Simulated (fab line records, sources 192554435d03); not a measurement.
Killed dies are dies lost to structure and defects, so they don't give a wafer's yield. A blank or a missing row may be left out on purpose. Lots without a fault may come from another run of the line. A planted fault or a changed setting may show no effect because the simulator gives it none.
Split-lot experiment | flow n5_finfet | 7 lots, 21 wafers read, on a route of 1938 steps

THE SPLIT
At N5_BEOL_M0_SAQP_ETCH_106 (etches SOC in N2/H2, stops on SiNx, target depth 150 nm), the setting target_depth_a was moved away from the recipe's 1500 angstrom on 7 of the 21 wafers read, by +5.9% to +8.5%. The other wafers ran this setting at the recipe's value.

The file shows no step between the split and the reading.

THE READING
SOC_of_BEOL_M0_SAQP_COAT_105.thk_nm (the simulator's own value, which no gauge read), in nm, at N5_BEOL_M0_SAQP_ETCH_107 (etches SiNx in CH3F/O2, target depth 30 nm). The file gives no usual value for it. The 14 wafers here that ran the recipe average 12.3 nm, standard deviation 1.3 nm.

wafer  | tool, chamber at the split | target_depth_a as run, angstrom | against the recipe | SOC_of_BEOL_M0_SAQP_COAT_105.thk_nm, nm | against lot-mates on the recipe
L076.3 | rie_diel-03, 1             | 1500                            | recipe             | 13.4                                    | -
L076.4 | rie_diel-03, 2             | 1500                            | recipe             | 11.6                                    | -
L076.6 | rie_diel-03, 3             | 1500                            | recipe             | 11.8                                    | -
L077.3 | rie_diel-06, 3             | 1628                            | +8.5%              | 7.2                                     | no lot-mate on the recipe
L077.5 | rie_diel-06, 2             | 1628                            | +8.5%              | 5.4                                     | no lot-mate on the recipe
L077.6 | rie_diel-06, 0             | 1628                            | +8.5%              | 6.6                                     | no lot-mate on the recipe
L078.4 | rie_diel-01, 3             | 1500                            | recipe             | 10                                      | -
L078.5 | rie_diel-01, 2             | 1500                            | recipe             | 12.4                                    | -
L078.6 | rie_diel-01, 1             | 1500                            | recipe             | 14.2                                    | -
L082.2 | rie_diel-01, 3             | 1500                            | recipe             | 10.4                                    | -
L082.4 | rie_diel-01, 3             | 1589                            | +5.9%              | 5.8                                     | -5.3
L082.6 | rie_diel-01, 0             | 1500                            | recipe             | 11.8                                    | -
L083.3 | rie_diel-06, 2             | 1500                            | recipe             | 11.6                                    | -
L083.5 | rie_diel-06, 1             | 1593                            | +6.2%              | 5.8                                     | -6.2
L083.6 | rie_diel-06, 0             | 1500                            | recipe             | 12.4                                    | -
L090.3 | rie_diel-06, 3             | 1500                            | recipe             | 14.8                                    | -
L090.4 | rie_diel-06, 0             | 1608                            | +7.2%              | 9.2                                     | -5.6
L090.6 | rie_diel-06, 1             | 1608                            | +7.2%              | 7                                       | -7.8
L094.2 | rie_diel-03, 3             | 1500                            | recipe             | 13.6                                    | -
L094.3 | rie_diel-03, 2             | 1500                            | recipe             | 12.2                                    | -
L094.4 | rie_diel-03, 0             | 1500                            | recipe             | 12.6                                    | -

THE FIT
A straight line over all 21 wafers: SOC_of_BEOL_M0_SAQP_COAT_105.thk_nm changes by -0.731 nm for each +1% of target_depth_a; r = -0.89; the points scatter about the line by 1.4 nm.
The same after taking each lot's own level away (the mean of its wafers on the recipe; 18 wafers): -0.938 nm for each +1%; r = -0.94; scatter 0.99 nm.
On that fit, the largest move of target_depth_a shifts the reading by 8 nm.
The lots' own levels span 11.10 to 14.80 nm, that is 2.9 times the standard deviation above.
So the lot-to-lot level changes the slope: the two fits differ.
Check: with one of the wafers moved furthest among these (+7.2%) left out of the fit, the line predicts -7.23 nm for it against its lot-mates. It came out at -5.6 nm against them.

OTHER SPLITS ON THESE WAFERS
These wafers also went through other splits before the reading. Each is held against what the fit with the lots' levels taken away leaves over:
other split on the same wafers    | wafers away from the commonest value | r with SOC_of_BEOL_M0_SAQP_COAT_105.thk_nm (lot level and that fit taken away)
N5_BEOL_M0_SAQP_EXPOSE_11 dose_mj | 9                                    | +0.18

THE WHOLE CHAIN: every reading that the file lists as answering this split, in the file's order
step                     | what it does                                            | reading                                                                              | change (the file's fit)               | r (the file's)
N5_BEOL_M0_SAQP_ETCH_106 | etches SOC in N2/H2, stops on SiNx, target depth 150 nm | SOC_of_BEOL_M0_SAQP_COAT_105.thk_nm (the simulator's own value, which no gauge read) | -0.922 nm for each +1% of the setting | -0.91
N5_BEOL_M0_SAQP_ETCH_107 | etches SiNx in CH3F/O2, target depth 30 nm              | SOC_of_BEOL_M0_SAQP_COAT_105.thk_nm (the simulator's own value, which no gauge read) | -0.941 nm for each +1% of the setting | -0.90

THE FILE'S OWN FIT
SOC_of_BEOL_M0_SAQP_COAT_105.thk_nm changes by -0.941 nm for each +1% of target_depth_a, r = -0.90.
